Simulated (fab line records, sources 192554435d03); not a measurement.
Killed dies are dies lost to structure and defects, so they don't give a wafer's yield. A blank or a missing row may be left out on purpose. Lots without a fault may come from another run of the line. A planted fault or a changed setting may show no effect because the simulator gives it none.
fab line records | flow n5_finfet
record lots=7 wafers=21
route steps=1938 shown BEOL_M6@1198 BEOL_M7@1299 BEOL_M8@1348
start_h: hours from the record's first day to the start of the lot's first wafer shown | wait_h: hours since the lot's step before | " the same as in the row above | L1.1+2: a row that stands for several wafers | - no value, or no start given | * or withheld: withheld | < > ~ a bound
route shown NAME@n: a module of which the file shows steps, and the number in the route of the first | usual: mean/standard deviation of fault-free wafers | same: alike in all rows | chamber/n: place in a boat | sites: the reading at each site | _std_site: their standard deviation | _edge_site: outer sites' mean less inner sites' | radius_mm: how far each site lies from the wafer's centre | mask NAME#n: copy n | behind: the tool/chamber that last shaped the wafer | hold: why the lot was held/for how many hours/how that ended | device: the transistor (n, p or np) that didn't switch | end of line: the same wafers' tests at the end of the route | a step without rows: its recipe alone | killed: dies lost to structure and defects at the first sort, not the wafer's yield | map: a wafer's dies, x killed, . not, _ none there
set.NAME: the setting as run; set.NAME@STEP: as run at that earlier step | model.NAME: the simulator's own value behind a step, which no gauge read
lots whose settings were changed on purpose; a table a step, a row a wafer
## steps
# step N5_BEOL_M6_HM_DEP_02
# recipe material=TiN target_thk_a=200 temp_c=25 chamber_pressure_pa=0.49996
# columns lot.wafer tool chamber start_h wait_h set.target_thk_a model.TiN_of_BEOL_M6_HM_DEP_02.thk_nm
L075.1 pvd_sputter-03 - 186.18 1.6 182.5 18.4
L075.2 " - " " 200 20.2
L075.6 " - " " 182.5 18.2
L076.1 pvd_sputter-02 - 195.83 1.8 212.3 21
L076.3 " - " " 212.3 21.4
L076.5 " - " " 200 20
L080.2 pvd_sputter-01 - 214.93 1.3 200 20.2
L080.3+4 " - " " 200 20
L083.3 pvd_sputter-03 - 241.53 0.9 183.1 18.2
L083.4 " - " " 200 20
L083.5 " - " " 183.1 18.4
L084.1 pvd_sputter-03 - 244.71 1.6 200 20
L084.2+5 " - " " 200 19.8
L092.3+4 pvd_sputter-02 - 301.78 1.6 200 20
L092.5 " - " " 200 19.6
L094.1+5 pvd_sputter-01 - 316.54 0.5 217.3 21.8
L094.4 " - " " 217.3 21.6
# step N5_BEOL_M6_EXPOSE_08
# recipe mask_id=M6 na=1.35 source_shape=dipole sigma_inner=0.817 sigma_outer=0.97 polarization=te dose_mj=68.25
# columns lot.wafer tool chamber start_h wait_h mask set.dose_mj
L075.1+6 arfi_scanner-02 0 186.43 - M6#0 68.25
L075.2 " 0 " " M6#0 64.98
L076.1+5 arfi_scanner-02 0 196.20 - M6#0 72.59
L076.3 " 0 " " M6#0 68.25
L080.2+3 arfi_scanner-03 0 215.30 - M6#0 68.25
L080.4 " 0 " " M6#0 63.61
L083.3 arfi_scanner-03 0 241.79 - M6#0 68.25
L083.4+5 " 0 " " M6#0 65.25
L084.1+2 arfi_scanner-03 0 244.96 - M6#0 69.75
L084.5 " 0 " " M6#0 68.25
L092.3+4+5 arfi_scanner-03 0 302.04 - M6#0 68.25
L094.1+4 arfi_scanner-01 0 316.79 - M6#0 64.22
L094.5 " 0 " " M6#0 68.25
# step N5_BEOL_M6_PEB_09
# recipe peb_temp_c=withheld peb_time_s=60 resist=CAR-ArF
# step N5_BEOL_M6_DEVELOP_10
# recipe develop_time_s=30 developer=TMAH resist=CAR-ArF rinse_liquid=diw dry=air_spin dev_temp_c=23
# step N5_BEOL_M6_CD_MEAS_11
# recipe target_cd_nm=38.5 landing_energy_ev=500 detector=se_inlens polarity=opening
# usual cd_nm=38.6/0.39
# columns lot.wafer tool chamber start_h wait_h set.dose_mj@BEOL_M6_EXPOSE_08 cd_nm
L075.1 cd_sem-02 0 186.56 - 68.25 38.3
L075.2 " 0 " " 64.98 36.5
L075.6 " 0 " " 68.25 38.7
L076.1 cd_sem-01 0 196.32 - 72.59 42.4
L076.3 " 0 " " 68.25 39.2
L076.5 " 0 " " 72.59 42.2
L080.2 cd_sem-01 0 215.43 - 68.25 38.2
L080.3 " 0 " " 68.25 38.4
L080.4 " 0 " " 63.61 35.0
L083.3 cd_sem-01 0 241.91 - 68.25 38.1
L083.4 " 0 " " 65.25 35.9
L083.5 " 0 " " 65.25 35.3
L084.1 cd_sem-01 0 245.09 - 69.75 39.7
L084.2 " 0 " " 69.75 39.1
L084.5 " 0 " " 68.25 38.6
L092.3 cd_sem-02 0 302.16 - 68.25 38.4
L092.4 " 0 " " 68.25 38.2
L092.5 " 0 " " 68.25 38.4
L094.1 cd_sem-03 0 316.91 - 64.22 36.0
L094.4 " 0 " " 64.22 36.1
L094.5 " 0 " " 68.25 38.3
# step N5_BEOL_M6_DESCUM_16
# recipe chemistry=O2 time_s=7.9 source_power_w=50 bias_power_w=20 pressure_mtorr=20 rf_frequency_hz=2.712e+07 temp_c=40 resist=CAR-ArF o2_flow_sccm=225
# step N5_BEOL_M6_ETCH_61
# recipe chemistry=CF4 target=SiARC target_depth_a=455 mask_material=CAR-ArF time_s=75.8 ion_energy_ev=80 pressure_mtorr=40 source_w=545 bias_w=36 Ar_flow_sccm=100 cf4_flow_sccm=100 ends=cleared
# columns lot.wafer tool chamber start_h wait_h set.dose_mj@BEOL_M6_EXPOSE_08 model.BEOL_M6.cd_offset_nm
L075.1 rie_diel-04 2 186.97 0.0 68.25 -0.2
L075.2 " 0 " " 64.98 -1.8
L075.6 " 2 " " 68.25 0.4
L076.1+5 rie_diel-05 0 196.45 0.0 72.59 3.6
L076.3 " 1 " " 68.25 0.8
L080.2 rie_diel-04 3 215.74 0.0 68.25 -0.4
L080.3 " 1 " " 68.25 0
L080.4 " 0 " " 63.61 -3.8
L083.3 rie_diel-05 0 242.03 0.0 68.25 -0.4
L083.4 " 0 " " 65.25 -2.6
L083.5 " 1 " " 65.25 -3
L084.1 rie_diel-05 2 245.74 0.0 69.75 1
L084.2 " 3 " " 69.75 0.8
L084.5 " 2 " " 68.25 -0.2
L092.3+4 rie_diel-03 0,1 303.05 0.0 68.25 -0.2
L092.5 " 1 " " 68.25 0
L094.1 rie_diel-05 3 317.13 0.0 64.22 -2.2
L094.4 " 0 " " 64.22 -2.6
L094.5 " 2 " " 68.25 -0.2
# step N5_BEOL_M6_ETCH_62
# recipe chemistry=N2/H2 target=SOC target_depth_a=1100 overetch_a=220 mask_material=SiARC temp_c=40 time_s=165 ion_energy_ev=200 pressure_mtorr=30 source_w=840 bias_w=150 n2_flow_sccm=200 h2_flow_sccm=200
# columns lot.wafer tool chamber start_h wait_h set.dose_mj@BEOL_M6_EXPOSE_08 model.BEOL_M6.cd_offset_nm
L075.1 rie_diel-04 2 187.03 0.0 68.25 0
L075.2 " 0 " " 64.98 -1.8
L075.6 " 2 " " 68.25 0.2
L076.1 rie_diel-05 0 196.50 0.0 72.59 3.8
L076.3 " 1 " " 68.25 0.6
L076.5 " 0 " " 72.59 4
L080.2 rie_diel-04 3 215.80 0.0 68.25 -0.6
L080.3 " 1 " " 68.25 0
L080.4 " 0 " " 63.61 -4
L083.3 rie_diel-05 0 242.09 0.0 68.25 -0.4
L083.4 " 0 " " 65.25 -2.4
L083.5 " 1 " " 65.25 -2.8
L084.1+2 rie_diel-05 2,3 245.80 0.0 69.75 1
L084.5 " 2 " " 68.25 0
L092.3+4+5 rie_diel-03 0,1,1 303.11 0.0 68.25 0
L094.1 rie_diel-05 3 317.19 0.0 64.22 -2.2
L094.4 " 0 " " 64.22 -2.6
L094.5 " 2 " " 68.25 -0.4
# step N5_BEOL_M6_STRIP_68
# recipe chemistry=N2/H2 temp_c=40 n2_flow_sccm=200 h2_flow_sccm=200 rf_frequency_hz=6e+07
# step N5_BEOL_M6_STRIP_67
# recipe chemistry=CF4 resist=SiARC power_w=300 bias_power_w=75 pressure_mtorr=50 cf4_flow_sccm=150 rf_frequency_hz=6e+07
# step N5_BEOL_M6_HM_OPEN_17
# recipe chemistry=Cl2/BCl3 target_depth_a=200 overetch_a=60 target=TiN mask_material=SOC ion_energy_ev=150 pressure_mtorr=10 icp_w=1000 bias_w=126 Cl2_flow_sccm=53.25 bcl3_flow_sccm=21.75 Ar_flow_sccm=25
# columns lot.wafer tool chamber start_h wait_h set.target_thk_a@BEOL_M6_HM_DEP_02 model.etch.depth_nm
L075.1 rie_metal-02 1 187.21 0.0 182.5 18.47
L075.2 " 1 " " 200 20.16
L075.6 " 1 " " 182.5 18.3
L076.1 rie_metal-01 1 196.69 0.0 212.3 20.98
L076.3 " 1 " " 212.3 21.3
L076.5 " 1 " " 200 19.91
L080.2 rie_metal-03 1 215.99 0.0 200 20.23
L080.3 " 1 " " 200 20.09
L080.4 " 0 " " 200 20.02
L083.3 rie_metal-02 1 242.31 0.1 183.1 18.25
L083.4 " 0 " " 200 19.93
L083.5 " 1 " " 183.1 18.33
L084.1 rie_metal-03 1 245.98 0.0 200 20.08
L084.2 " 0 " " 200 19.83
L084.5 " 0 " " 200 19.87
L092.3 rie_metal-03 0 303.33 0.1 200 19.9
L092.4 " 1 " " 200 19.91
L092.5 " 0 " " 200 19.58
L094.1 rie_metal-03 1 317.38 0.0 217.3 21.77
L094.4 " 1 " " 217.3 21.63
L094.5 " 1 " " 217.3 21.81
# step N5_BEOL_M6_STRIP_19
# recipe chemistry=O2 power_w=400 temp_c=40 pressure_mtorr=30 rf_frequency_hz=6e+07 bias_power_w=0 overash_fraction=0.2 o2_flow_sccm=225
# step N5_BEOL_M6_CD_MEAS_18
# recipe pitch_nm=80 target_cd_nm=40
# usual cd_nm=40.2/0.44
# columns lot.wafer tool chamber start_h wait_h set.dose_mj@BEOL_M6_EXPOSE_08 cd_nm
L075.1 cd_sem-01 - 187.48 0.0 68.25 40.1
L075.2 " - " " 64.98 38.0
L075.6 " - " " 68.25 40.4
L076.1 cd_sem-03 - 196.94 0.0 72.59 43.9
L076.3 " - " " 68.25 40.9
L076.5 " - " " 72.59 44.3
L080.2 cd_sem-03 - 216.17 0.1 68.25 39.8
L080.3 " - " " 68.25 40.5
L080.4 " - " " 63.61 36.5
L083.3 cd_sem-03 - 242.47 0.1 68.25 39.4
L083.4 " - " " 65.25 37.6
L083.5 " - " " 65.25 37.5
L084.1 cd_sem-01 - 246.29 0.0 69.75 40.9
L084.2 " - " " 69.75 41.2
L084.5 " - " " 68.25 40.1
L092.3 cd_sem-01 - 303.49 0.1 68.25 40.0
L092.4 " - " " 68.25 39.9
L092.5 " - " " 68.25 40.0
L094.1 cd_sem-01 - 317.56 0.0 64.22 37.4
L094.4 " - " " 64.22 37.5
L094.5 " - " " 68.25 39.7
# step N5_BEOL_M6_ETCH_66
# recipe chemistry=N2/H2 target=SOC target_depth_a=800 overetch_a=160 mask_material=SiARC temp_c=40 time_s=120 ion_energy_ev=200 pressure_mtorr=30 source_w=840 bias_w=150 n2_flow_sccm=200 h2_flow_sccm=200
# usual rf_vpp_V=524.4/2.2
# columns lot.wafer tool chamber start_h wait_h set.bias_w rf_vpp_V model.SiARC_of_BEOL_M6_COAT_64.thk_nm
L075.1 rie_diel-05 0 188.24 0.0 150 527.8 6.2
L075.2 " 3 " " 150 522.2 6.4
L075.6 " 2 " " 150 524.4 6.2
L076.1 rie_diel-03 0 198.73 0.0 150 526.5 6.4
L076.3 " 2 " " 150 527.0 6.4
L076.5 " 1 " " 150 519.9 6.4
L080.2 rie_diel-05 3 217.42 0.0 150 521.6 6.4
L080.3 " 1 " " 150 525.2 6.6
L080.4 " 0 " " 150 529.4 6.4
L083.3 rie_diel-04 1 243.26 0.0 150 525.2 6.4
L083.4 " 3 " " 165.7 557.0 5.8
L083.5 " 1 " " 150 526.0 6.4
L084.1 rie_diel-04 3 247.72 0.0 127.5 472.4 7.4
L084.2 " 1 " " 127.5 473.7 7.4
L084.5 " 2 " " 150 524.4 6.4
L092.3 rie_diel-04 0 304.75 0.0 150 525.1 6.2
L092.4 " 1 " " 150 523.8 6.4
L092.5 " 3 " " 150 523.0 6.4
L094.1 rie_diel-04 2 322.52 0.0 150 525.1 6.6
L094.4 " 0 " " 124.8 468.6 7.6
L094.5 " 0 " " 150 525.1 6.2
# step N5_BEOL_M6_STRIP_69
# recipe chemistry=N2/H2 temp_c=40 n2_flow_sccm=200 h2_flow_sccm=200 rf_frequency_hz=6e+07
# step N5_BEOL_M6_STRIP_73
# recipe chemistry=N2/H2 temp_c=40 n2_flow_sccm=200 h2_flow_sccm=200 rf_frequency_hz=6e+07
# step N5_BEOL_M6_STRIP_76
# recipe chemistry=C4F6/O2 resist=SiARC rf_frequency_hz=6e+07
# step N5_BEOL_M6_STRIP_36
# recipe chemistry=N2/H2 power_w=450 temp_c=40 pressure_mtorr=20 rf_frequency_hz=6e+07 overash_fraction=0.3 bias_power_w=7 h2_frac=0.5 n2_flow_sccm=200 h2_flow_sccm=200
# step N5_BEOL_M6_TRENCH_ETCH_37
# recipe chemistry=C4F6/O2 target_depth_a=944.35 target=SiCOH_lowk time_s=31.5 ion_energy_ev=250 pressure_mtorr=30 source_w=345 bias_w=185 Ar_flow_sccm=300 C4F6_flow_sccm=10 O2_flow_sccm=10
# columns lot.wafer tool chamber start_h wait_h set.target_thk_a@BEOL_M6_HM_DEP_02 model.TiN_of_BEOL_M6_HM_DEP_02.thk_nm
L075.1 rie_diel-05 0 - - 182.5 15.8
L075.2 " 3 " " 200 17.4
L075.6 " 2 " " 182.5 15.6
L076.1 rie_diel-03 0 - - 212.3 18.4
L076.3 " 2 " " 212.3 18.6
L076.5 " 1 " " 200 17.2
L080.2+3 rie_diel-05 3,1 - - 200 17.4
L080.4 " 0 " " 200 17.2
L083.3+5 rie_diel-04 1 - - 183.1 15.6
L083.4 " 3 " " 200 17.2
L084.1 rie_diel-04 3 - - 200 17.4
L084.2 " 1 " " 200 17
L084.5 " 2 " " 200 17.2
L092.3+4 rie_diel-04 0,1 - - 200 17.2
L092.5 " 3 " " 200 17
L094.1+5 rie_diel-04 2,0 - - 217.3 19
L094.4 " 0 " " 217.3 18.8
# step N5_BEOL_M6_ETCH_41
# recipe chemistry=CH3F/O2 target=SiCN target_depth_a=297 taper_deg=2 time_s=52 ion_energy_ev=120 mask_material=TiN pressure_mtorr=30 source_w=395 bias_w=75 Ar_flow_sccm=150 CH3F_flow_sccm=30 O2_flow_sccm=20
# step N5_BEOL_M6_STRIP_80
# recipe chemistry=N2/H2 time_s=10 power_w=450 temp_c=40 pressure_mtorr=20 rf_frequency_hz=6e+07 bias_power_w=7 n2_flow_sccm=200 h2_flow_sccm=200
# step N5_BEOL_M6_PRECLEAN_42
# recipe chemistry=residue_remover time_s=60 temp_c=40
# step N5_BEOL_M6_SRD_43
# recipe time_s=30 temp_c=23 rinse_liquid=diw dry=ipa_marangoni
# step N5_BEOL_M6_CD_MEAS_35
# recipe target_cd_nm=40 target_cd_y_nm=28 polarity=opening
# usual cd_nm=40.2/0.47
# columns lot.wafer tool chamber start_h wait_h set.dose_mj@BEOL_M6_EXPOSE_08 cd_nm
L075.1 cd_sem-03 - 188.74 0.0 68.25 40.1
L075.2 " - " " 64.98 38.0
L075.6 " - " " 68.25 40.4
L076.1 cd_sem-03 - 199.23 0.0 72.59 44.1
L076.3 " - " " 68.25 40.9
L076.5 " - " " 72.59 43.9
L080.2 cd_sem-01 - 217.92 0.0 68.25 39.1
L080.3 " - " " 68.25 39.7
L080.4 " - " " 63.61 36.3
L083.3 cd_sem-02 - 243.80 0.0 68.25 40.1
L083.4 " - " " 65.25 37.7
L083.5 " - " " 65.25 37.8
L084.1 cd_sem-02 - 248.22 0.0 69.75 41.1
L084.2 " - " " 69.75 41.7
L084.5 " - " " 68.25 40.1
L092.3 cd_sem-02 - 305.26 0.0 68.25 40.1
L092.4 " - " " 68.25 40.1
L092.5 " - " " 68.25 40.4
L094.1 cd_sem-01 - 323.03 0.0 64.22 37.9
L094.4 " - " " 64.22 37.3
L094.5 " - " " 68.25 39.7
# step N5_BEOL_M7_DESCUM_33
# recipe chemistry=O2 time_s=7 source_power_w=50 bias_power_w=20 pressure_mtorr=20 rf_frequency_hz=2.712e+07 temp_c=40 resist=CAR-EUV o2_flow_sccm=225
# columns lot.wafer tool chamber start_h wait_h set.time_s model.CAR-EUV_of_BEOL_M7_COAT_22.thk_nm
L075.1+2+6 rie_diel-01 2,3,3 197.06 0.0 8.309 25.4
L076.1+3+5 rie_diel-02 1,0,2 206.26 0.0 7 26
L080.2 rie_diel-01 1 225.22 1.1 7.488 25.8
L080.3+4 " 3,0 " " 7 26.2
L083.3+4 rie_diel-01 0,3 251.42 0.0 7 26.2
L083.5 " 1 " " 7.414 26
L084.1+2+5 rie_diel-06 2,0,0 253.57 0.0 7 26
L092.3+4+5 rie_diel-02 3,0,2 313.05 0.0 7 26.2
L094.1+4+5 rie_diel-01 1,3,2 330.29 0.1 7 26
# step N5_BEOL_M7_TRENCH_ETCH_37
# recipe chemistry=C4F6/O2 target_depth_a=934.78 target=SiCOH_lowk time_s=31.2 ion_energy_ev=250 pressure_mtorr=30 source_w=345 bias_w=185 Ar_flow_sccm=300 C4F6_flow_sccm=10 O2_flow_sccm=10
# usual rf_vpp_V=664/8.8
# columns lot.wafer tool chamber start_h wait_h set.source_w rf_vpp_V
L075.1 rie_diel-01 2 - - 345 663
L075.2 " 3 " " 345 667
L075.6 " 3 " " 345 666
L076.1 rie_diel-02 1 - - 345 659
L076.3 " 0 " " 345 658
L076.5 " 2 " " 345 659
L080.2 rie_diel-01 1 - - 345 653
L080.3 " 3 " " 303.1 712
L080.4 " 0 " " 345 676
L083.3 rie_diel-01 0 - - 373.9 649
L083.4 " 3 " " 373.9 639
L083.5 " 1 " " 373.9 626
L084.1 rie_diel-06 2 - - 384.8 627
L084.2 " 0 " " 345 656
L084.5 " 0 " " 384.8 622
L092.3 rie_diel-02 3 - - 345 666
L092.4 " 0 " " 345 659
L092.5 " 2 " " 345 660
L094.1 rie_diel-01 1 - - 374.7 625
L094.4 " 3 " " 345 663
L094.5 " 2 " " 374.7 634
# step N5_BEOL_M8_DESCUM_16
# recipe chemistry=O2 time_s=7.9 source_power_w=50 bias_power_w=20 pressure_mtorr=20 rf_frequency_hz=2.712e+07 temp_c=40 resist=CAR-ArF o2_flow_sccm=225
# columns lot.wafer tool chamber start_h wait_h set.time_s model.CAR-ArF_of_BEOL_M8_COAT_05.thk_nm
L075.1 rie_diel-03 0 203.52 0.0 7.9 83
L075.2+6 " 2,3 " " 7.179 83.6
L076.1 rie_diel-05 1 212.22 0.0 7.9 83.6
L076.3+5 " 0,1 " " 7.9 83.8
L080.2+4 rie_diel-03 2,1 230.55 0.4 7.9 83
L080.3 " 3 " " 7.9 83.2
L083.3 rie_diel-05 2 257.54 0.1 7.9 84
L083.4+5 " 3,1 " " 6.677 84.6
L084.1+5 rie_diel-05 3,2 260.66 0.0 7.9 84
L084.2 " 1 " " 7.9 84.2
L092.3+4+5 rie_diel-04 1,0,2 319.03 0.0 7.9 83.2
L094.1+5 rie_diel-03 0 336.47 0.0 9.493 82.4
L094.4 " 1 " " 9.493 82.6
# step N5_BEOL_M8_ETCH_61
# recipe chemistry=CF4 target=SiARC target_depth_a=455 mask_material=CAR-ArF time_s=75.8 ion_energy_ev=80 pressure_mtorr=40 source_w=545 bias_w=36 Ar_flow_sccm=100 cf4_flow_sccm=100 ends=cleared
# columns lot.wafer tool chamber start_h wait_h set.time_s@BEOL_M8_DESCUM_16 model.CAR-ArF_of_BEOL_M8_COAT_05.thk_nm
L075.1 rie_diel-03 0 203.55 0.0 7.9 50.4
L075.2 " 2 " " 7.179 51
L075.6 " 3 " " 7.179 51.2
L076.1+5 rie_diel-05 1 212.25 0.0 7.9 51.2
L076.3 " 0 " " 7.9 51.4
L080.2 rie_diel-03 2 230.58 0.0 7.9 50.4
L080.3+4 " 3,1 " " 7.9 50.6
L083.3 rie_diel-05 2 257.57 0.0 7.9 51.2
L083.4 " 3 " " 6.677 51.8
L083.5 " 1 " " 6.677 52
L084.1 rie_diel-05 3 260.69 0.0 7.9 51.4
L084.2+5 " 1,2 " " 7.9 51.6
L092.3+4+5 rie_diel-04 1,0,2 319.07 0.0 7.9 50.6
L094.1+4+5 rie_diel-03 0,1,0 336.50 0.0 9.493 50
# step N5_BEOL_M8_COAT_71
# recipe resist=underlayer temp_c=205 time_s=60 spin_rpm=1500 resist_thk_nm=5
# columns lot.wafer tool chamber start_h wait_h set.spin_rpm
L075.1 litho_track-04 0 - - 1500
L075.2+6 " 0 " " 1646
L076.1+3 litho_track-02 0 - - 1500
L076.5 " 0 " " 1646
L080.2+3 litho_track-03 0 - - 1500
L080.4 " 0 " " 1642
L083.3+5 litho_track-03 0 - - 1641
L083.4 " 0 " " 1500
L084.1+5 litho_track-04 0 - - 1379
L084.2 " 0 " " 1500
L092.3+4+5 litho_track-04 0 - - 1500
L094.1+4+5 litho_track-02 0 - - 1500
# step N5_BEOL_M8_COAT_22
# recipe resist=CAR-EUV spin_rpm=1500 resist_thk_nm=30
# step N5_BEOL_M8_EBR_24
# recipe solvent=PGMEA ebr_width_mm=1.5
# step N5_BEOL_M8_DESCUM_33
# recipe chemistry=O2 time_s=7 source_power_w=50 bias_power_w=20 pressure_mtorr=20 rf_frequency_hz=2.712e+07 temp_c=40 resist=CAR-EUV o2_flow_sccm=225
# step N5_BEOL_M8_ETCH_72
# recipe chemistry=N2/H2 target=underlayer target_depth_a=65 mask_material=CAR-EUV time_s=5.2 ion_energy_ev=200 pressure_mtorr=30 source_w=840 bias_w=150 n2_flow_sccm=200 h2_flow_sccm=200 ends=cleared
# columns lot.wafer tool chamber start_h wait_h set.spin_rpm@BEOL_M8_COAT_71 model.etch.depth_nm
L075.1 rie_diel-04 0 204.67 0.0 1500 4.983
L075.2 " 3 " " 1646 4.764
L075.6 " 2 " " 1646 4.755
L076.1 rie_diel-05 2 214.62 0.0 1500 4.999
L076.3 " 1 " " 1500 4.978
L076.5 " 3 " " 1646 4.764
L080.2 rie_diel-03 1 232.01 0.0 1500 4.995
L080.3 " 3 " " 1500 4.991
L080.4 " 1 " " 1642 4.773
L083.3 rie_diel-03 1 259.32 0.0 1641 4.775
L083.4 " 0 " " 1500 5.01
L083.5 " 2 " " 1641 4.793
L084.1 rie_diel-04 1 261.94 0.0 1379 5.213
L084.2 " 2 " " 1500 4.993
L084.5 " 0 " " 1379 5.206
L092.3 rie_diel-04 3 322.93 0.0 1500 4.996
L092.4 " 1 " " 1500 4.988
L092.5 " 2 " " 1500 5.013
L094.1 rie_diel-05 1 338.80 0.0 1500 5.003
L094.4 " 3 " " 1500 5.015
L094.5 " 2 " " 1500 5.009
## key
split step=N5_BEOL_M6_HM_DEP_02 setting=target_thk_a stated=200 by=wafer
response step=N5_BEOL_M6_HM_DEP_02 reading=model.TiN_of_BEOL_M6_HM_DEP_02.thk_nm change=+0.207 per=1% r=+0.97
response step=N5_BEOL_M6_HM_OPEN_17 reading=model.etch.depth_nm change=+0.199 per=1% r=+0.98
response step=N5_BEOL_M6_TRENCH_ETCH_37 reading=model.TiN_of_BEOL_M6_HM_DEP_02.thk_nm change=+0.196 per=1% r=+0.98
split step=N5_BEOL_M6_EXPOSE_08 setting=dose_mj stated=68.25 by=wafer
response step=N5_BEOL_M6_CD_MEAS_11 reading=cd_nm change=+0.454 per=1% r=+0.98
response step=N5_BEOL_M6_ETCH_61 reading=model.BEOL_M6.cd_offset_nm change=+0.459 per=1% r=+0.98
response step=N5_BEOL_M6_ETCH_62 reading=model.BEOL_M6.cd_offset_nm change=+0.468 per=1% r=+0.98
response step=N5_BEOL_M6_CD_MEAS_18 reading=cd_nm change=+0.47 per=1% r=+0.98
response step=N5_BEOL_M6_CD_MEAS_35 reading=cd_nm change=+0.458 per=1% r=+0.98
split step=N5_BEOL_M6_ETCH_66 setting=bias_w stated=150 by=wafer
response step=N5_BEOL_M6_ETCH_66 reading=rf_vpp_V change=+3.32 per=1% r=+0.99
response step=N5_BEOL_M6_ETCH_66 reading=model.SiARC_of_BEOL_M6_COAT_64.thk_nm change=-0.0672 per=1% r=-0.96
split step=N5_BEOL_M7_DESCUM_33 setting=time_s stated=7 by=wafer
response step=N5_BEOL_M7_DESCUM_33 reading=model.CAR-EUV_of_BEOL_M7_COAT_22.thk_nm change=-0.0475 per=1% r=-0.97
split step=N5_BEOL_M7_TRENCH_ETCH_37 setting=source_w stated=345 by=wafer
response step=N5_BEOL_M7_TRENCH_ETCH_37 reading=rf_vpp_V change=-3.45 per=1% r=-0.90
split step=N5_BEOL_M8_DESCUM_16 setting=time_s stated=7.9 by=wafer
response step=N5_BEOL_M8_DESCUM_16 reading=model.CAR-ArF_of_BEOL_M8_COAT_05.thk_nm change=-0.0457 per=1% r=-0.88
response step=N5_BEOL_M8_ETCH_61 reading=model.CAR-ArF_of_BEOL_M8_COAT_05.thk_nm change=-0.0533 per=1% r=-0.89
split step=N5_BEOL_M8_COAT_71 setting=spin_rpm stated=1500 by=wafer
response step=N5_BEOL_M8_ETCH_72 reading=model.etch.depth_nm change=-0.0239 per=1% r=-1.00
